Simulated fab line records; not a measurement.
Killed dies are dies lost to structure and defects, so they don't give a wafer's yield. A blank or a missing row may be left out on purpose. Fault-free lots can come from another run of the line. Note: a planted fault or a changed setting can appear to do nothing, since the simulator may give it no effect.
fab line records    flow n5-finfet
record lots=10  wafers=30  last-day=19
route steps=1938 shown WELL_APT@31 PMOS_HMC_CHANNEL_EPI@63 BEOL_M4@1111
lots that met no fault: from a run of the same line without faults
start-h: the number of hours between the record's first day and the start of the first shown wafer of the lot    wait-h: time in hours since the lot's previous step    " same as the row above    L1.1+2: a row that stands for several wafers    - either no value or no given start    * or withheld: withheld    < > ~ a bound
route shown NAME@n: NAME is a module with steps in the file, n the number in the route of the first one    usual: the fault-free wafers' mean and standard deviation    same: alike in all rows    chamber/n: place in a boat    sites: the reading at each site    _std_site: standard deviation of those values    _edge_site: inner sites' mean taken away from outer sites' mean    radius-mm: for every site, how far away it sits from the centre of the wafer    mask NAME#n: copy n    behind: tool/chamber where the wafer was last shaped    hold: the reason the lot was held/the length of the hold in hours/how it ended    device: transistor that didn't switch, given as n, p or np    end of line: at the end of the route, the tests of the same wafers    for a step that has no rows: nothing shown but its recipe    killed: the dies lost at the first sort to structure and to defects; this is not the yield of the wafer    map: dies across one wafer; x = killed, . = not, _ = none there
set.NAME: the setting that was run; set.NAME@STEP: the one run at that earlier step    model.NAME: the simulator's own value behind a step, which no gauge read
the route's steps for a sample of lots (tables are steps, rows are wafers)
services: the hour from which a tool's chamber was out of use, counted from the record's first day as start-h (under 0 if before that day), plus the number of hours and why
## steps
# step N5_WELL_APT_DESCUM_13
# recipe chemistry=O2  time-s=7.9  source-power-w=50  bias-power-w=20  pressure-mtorr=20  rf-frequency-hz=2.712e+07  temp-c=40  o2-flow-sccm=225
# usual bias-power-w=20.00/0.063  drypump-motor-current-A=5.8/0.51  oes-product-au=0.76/0.075  rf-vpp-V=243.0/1.3  showerhead-plenum-p-Torr=2.08/0.066  throttle-valve-pct=20.48/0.26
lot.wafer  tool         chamber  start-h  wait-h  bias-power-w  drypump-motor-current-A  oes-product-au  rf-hours-counter-h  rf-vpp-V  showerhead-plenum-p-Torr  throttle-valve-pct
L926.1     rie-diel-04  3        13.96    0.0     20.12         5.2                      0.75            172                 242.5     2.00                      20.20
L926.3     "            1        "        "       19.99         6.4                      0.70            196                 244.4     2.16                      20.39
L926.6     "            2        "        "       20.08         5.6                      0.76            -                   241.2     2.03                      20.71
L927.2     rie-diel-04  1        19.79    0.0     20.01         6.4                      0.70            198                 245.1     2.16                      20.40
L927.4     "            3        "        "       20.01         5.2                      0.75            174                 242.0     2.00                      20.22
L927.6     "            0        "        "       20.03         6.0                      0.80            -                   244.9     2.13                      20.83
L929.1     rie-diel-03  2        32.36    0.5     19.94         5.3                      0.83            71                  242.3     2.04                      20.02
L929.4     "            1        "        "       19.91         5.2                      0.71            203                 243.9     2.16                      20.38
L929.5     "            2        "        "       20.05         5.3                      0.83            -                   244.6     2.04                      20.05
L932.1     rie-diel-01  2        49.77    0.0     20.02         6.5                      0.81            105                 241.4     2.04                      20.87
L932.4     "            1        "        "       20.06         5.8                      0.68            235                 241.3     2.06                      20.82
L932.6     "            1        "        "       20.06         5.7                      0.68            -                   243.7     2.06                      20.82
L935.2     rie-diel-04  3        68.33    0.3     20.08         5.2                      0.73            193                 240.6     1.99                      20.26
L935.4     "            2        "        "       20.01         5.6                      0.74            157                 242.9     2.02                      20.74
L935.6     "            0        "        "       20.01         6.0                      0.79            -                   243.4     2.13                      20.87
L939.1     rie-diel-03  2        92.00    0.2     19.97         5.3                      0.79            93                  242.2     2.03                      20.06
L939.2     "            1        "        "       20.01         5.1                      0.70            224                 244.8     2.16                      20.42
L939.5     "            0        "        "       19.90         5.6                      0.71            -                   241.4     2.00                      20.44
L942.3     rie-diel-03  1        111.10   0.1     20.02         5.2                      0.69            230                 244.8     2.16                      20.42
L942.4     "            2        "        "       19.95         5.3                      0.79            99                  244.2     2.03                      20.07
L942.5     "            3        "        "       19.99         6.5                      0.73            -                   244.8     2.17                      20.48
L943.1     rie-diel-03  0        115.76   0.2     19.96         5.6                      0.69            203                 242.2     2.00                      20.46
L943.2     "            2        "        "       19.95         5.3                      0.79            100                 241.2     2.03                      20.06
L943.6     "            1        "        "       19.99         5.2                      0.69            -                   243.0     2.15                      20.43
L947.2     rie-diel-01  3        139.67   0.1     19.98         6.0                      0.98            19                  242.5     2.06                      20.01
L947.5     "            1        "        "       20.04         5.8                      0.95            -                   242.8     2.05                      20.41
L947.6     "            2        "        "       19.95         6.6                      0.78            -                   242.0     2.03                      20.92
L949.2     rie-diel-04  0        152.09   0.0     20.03         6.0                      0.77            122                 243.4     2.12                      20.89
L949.3     "            3        "        "       20.01         5.2                      0.72            226                 241.7     1.98                      20.31
L949.6     "            3        "        "       19.99         5.2                      0.71            -                   241.9     1.98                      20.32
# step N5_WELL_APT_INSPECT_38
# recipe inspect-instrument=darkfield  mode=post-epi
# usual raw-defect-count=14/5.2
lot.wafer  tool               chamber  start-h  wait-h  raw-defect-count
L926.1     defect-inspect-02  -        16.81    0.5     26
L926.3     "                  -        "        "       26
L926.6     "                  -        "        "       18
L927.2     defect-inspect-02  -        22.63    0.4     10
L927.4     "                  -        "        "       13
L927.6     "                  -        "        "       13
L929.1     defect-inspect-01  -        35.11    0.5     19
L929.4     "                  -        "        "       14
L929.5     "                  -        "        "       5
L932.1     defect-inspect-01  -        52.54    0.5     11
L932.4     "                  -        "        "       19
L932.6     "                  -        "        "       13
L935.2     defect-inspect-02  -        71.12    0.4     19
L935.4     "                  -        "        "       8
L935.6     "                  -        "        "       15
L939.1     defect-inspect-01  -        95.59    0.5     9
L939.2     "                  -        "        "       18
L939.5     "                  -        "        "       12
L942.3     defect-inspect-02  -        114.14   0.3     4
L942.4     "                  -        "        "       12
L942.5     "                  -        "        "       13
L943.1     defect-inspect-01  -        119.02   0.7     18
L943.2     "                  -        "        "       10
L943.6     "                  -        "        "       12
L947.2     defect-inspect-02  -        142.79   0.4     14
L947.5     "                  -        "        "       14
L947.6     "                  -        "        "       22
L949.2     defect-inspect-01  -        155.11   0.4     21
L949.3     "                  -        "        "       17
L949.6     "                  -        "        "       19
# step N5_PMOS_HMC_CHANNEL_EPI_PEB_07
# recipe peb-temp-c=110  peb-time-s=60  resist=CAR-ArF-block
# usual plate-temp-C=109.98/0.13
lot.wafer  tool            chamber  start-h  wait-h  plate-temp-C
L926.1     litho-track-02  0        17.20    0.1     110.03
L926.3     "               0        "        "       110.07
L926.6     "               0        "        "       110.01
L927.2     litho-track-04  0        23.02    0.0     109.97
L927.4     "               0        "        "       110.11
L927.6     "               0        "        "       110.00
L929.1     litho-track-01  0        35.49    0.1     110.20
L929.4     "               0        "        "       109.92
L929.5     "               0        "        "       109.96
L932.1     litho-track-02  0        52.91    0.1     109.86
L932.4     "               0        "        "       109.96
L932.6     "               0        "        "       109.81
L935.2     litho-track-01  0        71.49    0.0     109.95
L935.4     "               0        "        "       110.02
L935.6     "               0        "        "       109.81
L939.1     litho-track-02  0        95.97    0.1     110.02
L939.2     "               0        "        "       110.11
L939.5     "               0        "        "       110.07
L942.3     litho-track-02  0        114.51   0.0     110.77
L942.4     "               0        "        "       110.88
L942.5     "               0        "        "       110.89
L943.1     litho-track-02  0        119.27   0.1     110.94
L943.2     "               0        "        "       110.91
L943.6     "               0        "        "       110.73
L947.2     litho-track-01  0        143.17   0.0     109.93
L947.5     "               0        "        "       109.78
L947.6     "               0        "        "       109.95
L949.2     litho-track-01  0        155.49   0.0     109.77
L949.3     "               0        "        "       109.94
L949.6     "               0        "        "       110.13
# step N5_PMOS_HMC_CHANNEL_EPI_FIN_RECESS_16
# recipe chemistry=HBr/Cl2  target=Si  mask-material=SiO2  target-depth-a=540  time-s=18  pressure-mtorr=10  icp-w=800  bias-w=75  HBr_flow_sccm=150  Cl2_flow_sccm=80
# usual drypump-motor-current-A=5.6/0.38  he-backside-leak-sccm=2.8/0.38  oes-product-au=1.006/0.012  throttle-valve-pct=35.47/0.26
lot.wafer  tool       chamber  start-h  wait-h  drypump-motor-current-A  he-backside-leak-sccm  oes-product-au  rf-hours-counter-h  throttle-valve-pct
L926.1     rie-si-02  1        17.81    0.0     5.6                      2.9                    1.001           149                 35.21
L926.3     "          2        "        "       6.3                      2.8                    1.023           92                  35.33
L926.6     "          2        "        "       6.3                      2.8                    1.015           -                   35.33
L927.2     rie-si-03  3        23.63    0.0     5.5                      2.8                    1.010           92                  35.45
L927.4     "          1        "        "       5.3                      2.5                    1.000           148                 35.43
L927.6     "          0        "        "       5.1                      2.2                    1.006           -                   35.81
L929.1     rie-si-03  1        36.14    0.0     5.3                      2.4                    1.008           149                 35.44
L929.4     "          3        "        "       5.5                      2.8                    1.018           92                  35.47
L929.5     "          3        "        "       5.5                      2.9                    1.009           -                   35.46
L932.1     rie-si-06  0        53.52    0.0     5.4                      3.2                    0.985           160                 35.85
L932.4     "          2        "        "       5.7                      3.7                    0.985           155                 34.95
L932.6     "          3        "        "       6.3                      2.6                    1.004           -                   35.70
L935.2     rie-si-02  3        72.74    0.0     5.4                      2.8                    0.993           91                  35.73
L935.4     "          1        "        "       5.6                      2.8                    1.012           150                 35.22
L935.6     "          2        "        "       6.3                      3.1                    1.014           -                   35.31
L939.1     rie-si-06  1        96.58    0.0     5.7                      2.9                    0.987           121                 36.08
L939.2     "          3        "        "       6.2                      2.5                    1.003           118                 35.73
L939.5     "          3        "        "       6.3                      2.5                    0.997           -                   35.72
L942.3     rie-si-02  0        115.12   0.0     5.6                      2.6                    1.022           6                   35.38
L942.4     "          3        "        "       5.3                      2.8                    0.991           92                  35.75
L942.5     "          3        "        "       5.3                      2.7                    1.000           -                   35.74
L943.1     rie-si-02  0        119.88   0.0     5.7                      2.8                    1.015           7                   35.37
L943.2     "          3        "        "       5.4                      2.6                    0.991           92                  35.72
L943.6     "          1        "        "       5.6                      2.7                    1.014           -                   35.22
L947.2     rie-si-06  3        143.78   0.0     6.3                      2.4                    0.993           119                 35.70
L947.5     "          2        "        "       5.7                      3.9                    0.990           -                   34.96
L947.6     "          3        "        "       6.3                      2.4                    1.002           -                   35.70
L949.2     rie-si-02  2        156.10   0.0     6.3                      2.8                    1.015           95                  35.31
L949.3     "          0        "        "       5.6                      2.7                    1.023           7                   35.37
L949.6     "          1        "        "       5.6                      2.9                    1.010           -                   35.22
# step N5_BEOL_M4_RC_MEAS_101
# usual DIBL_N=35.8/1.7  DIBL_P=35.3/2  IOFF_N=0.150/0.026  IOFF_P=0.194/0.029  ION_N=667/11  ION_P=456/7.1  SS_N=71.4/0.65  SS_P=73.1/0.64  VT_N=251/3  VT_P=-252/3.2
lot.wafer  tool       chamber  start-h  wait-h  DIBL_N[mV/V]  DIBL_P[mV/V]  IOFF_N[nA/um]  IOFF_P[nA/um]  ION_N[uA/um]  ION_P[uA/um]  SS_N[mV/dec]  SS_P[mV/dec]  VT_N[mV]  VT_P[mV]
L926.1     prober-01  0        209.88   0.0     36.5          36.8          0.156          0.193          678           461           72.2          73.0          253       -252
L926.3     "          0        "        "       32.5          32.0          0.103          0.136          649           447           70.9          71.8          258       -258
L926.6     "          0        "        "       35.6          36.5          0.150          0.190          675           466           71.2          74.1          250       -254
L929.1     prober-02  0        239.13   0.0     36.3          39.2          0.181          0.208          679           459           71.7          73.6          248       -252
L929.4     "          0        "        "       35.5          38.0          0.148          0.189          659           453           72.0          73.9          249       -253
L929.5     "          0        "        "       35.1          37.0          0.158          0.186          675           458           71.8          72.7          252       -253
L927.2     prober-01  0        242.50   0.2     37.5          35.6          0.165          0.191          659           444           72.8          73.9          253       -255
L927.4     "          0        "        "       38.0          37.8          0.195          0.236          665           447           72.9          74.3          246       -248
L927.6     "          0        "        "       35.9          35.0          0.141          0.187          644           442           72.0          72.9          253       -253
L932.1     prober-02  0        260.43   0.0     34.8          34.4          0.118          0.165          659           450           70.4          72.9          254       -255
L932.4     "          0        "        "       35.6          35.2          0.126          0.167          649           448           71.1          72.2          254       -256
L932.6     "          0        "        "       34.6          33.4          0.110          0.152          638           445           70.9          72.4          257       -259
L935.2     prober-01  0        277.01   0.2     34.5          36.0          0.148          0.217          665           464           71.5          73.9          250       -247
L935.4     "          0        "        "       33.9          34.6          0.136          0.202          660           463           70.9          72.9          251       -250
L935.6     "          0        "        "       35.6          36.7          0.175          0.238          671           462           71.9          73.8          247       -246
L939.1     prober-01  0        286.95   0.0     35.4          34.1          0.146          0.177          670           454           71.3          72.7          251       -253
L939.2     "          0        "        "       36.5          35.8          0.153          0.193          656           447           72.2          72.5          251       -252
L939.5     "          0        "        "       36.5          34.9          0.155          0.184          661           453           71.7          73.5          251       -252
L942.3     prober-01  0        313.59   0.3     34.5          34.0          0.121          0.179          650           454           71.1          73.7          254       -250
L942.4     "          0        "        "       34.4          32.9          0.116          0.167          656           451           70.8          72.8          255       -255
L942.5     "          0        "        "       36.1          35.3          0.143          0.204          668           455           71.9          72.8          253       -251
L943.1     prober-01  0        327.92   0.2     38.3          35.3          0.174          0.187          662           449           72.7          73.4          247       -253
L943.2     "          0        "        "       34.6          32.8          0.125          0.152          664           457           70.5          71.7          250       -254
L943.6     "          0        "        "       37.8          36.3          0.165          0.194          672           459           71.2          72.6          249       -252
L947.2     prober-01  0        344.32   0.2     34.3          34.8          0.117          0.170          668           463           70.9          73.4          255       -253
L947.5     "          0        "        "       36.6          37.6          0.153          0.217          666           458           71.9          73.2          253       -251
L947.6     "          0        "        "       34.5          35.9          0.129          0.184          674           463           71.3          73.1          252       -253
L949.2     prober-02  0        349.58   0.2     36.4          37.8          0.167          0.192          676           457           71.4          73.8          247       -252
L949.3     "          0        "        "       32.1          30.6          0.103          0.114          649           443           70.6          71.6          255       -260
L949.6     "          0        "        "       38.1          38.0          0.195          0.186          674           452           72.7          73.5          247       -255
## services
tool            chamber  start-h  hours  kind
litho-track-01  -        -8.07    -      consumable-replace:filter
rie-diel-03     -        2.20     0.9    repair
litho-track-01  -        57.46    -      consumable-replace:filter
rie-diel-01     3        67.27    -      clean
rie-diel-01     3        67.27    -      consumable-replace:focus-ring
rie-diel-01     3        67.27    21.9   scheduled-down
rie-diel-01     3        67.27    21.9   vent-cycle
rie-si-02       0        73.47    6.2    repair
rie-diel-03     3        86.91    5.4    repair
rie-diel-01     1        89.16    -      clean
rie-diel-01     1        89.16    -      consumable-replace:focus-ring
rie-diel-01     1        89.16    14.5   scheduled-down
rie-diel-01     1        89.16    14.5   vent-cycle
rie-diel-01     0        100.51   13.7   repair
rie-diel-04     2        110.41   45.9   repair
rie-diel-04     -        115.75   0.4    repair
## key
first-sign step=N5_PMOS_HMC_CHANNEL_EPI_PEB_07  reading=plate-temp-C  direction=up  sigmas=6.9  usual=*  struck=*
effect none on later readings
met-at N5_PMOS_HMC_CHANNEL_EPI_PEB_07
struck-lots L942,L943
loop-trim step=N5_PMOS_HMC_CHANNEL_EPI_EXPOSE_06  setting=dose  lots=L943
not-acting-at N5_WELL_APT_DESCUM_13,N5_WELL_APT_INSPECT_38,N5_PMOS_HMC_CHANNEL_EPI_FIN_RECESS_16
onset-between 95.97 114.51
fault kind=process-parameter-drift  tool=litho-track-02  chamber=-  onset-h=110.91  steps=N5_PMOS_HMC_CHANNEL_EPI_PEB_07  channel=peb-temp-c  offset=*  shape=step  end-h=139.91  acts-in=*  stated=*
# loop-trim: a control loop set the setting to another value than it would have without faults
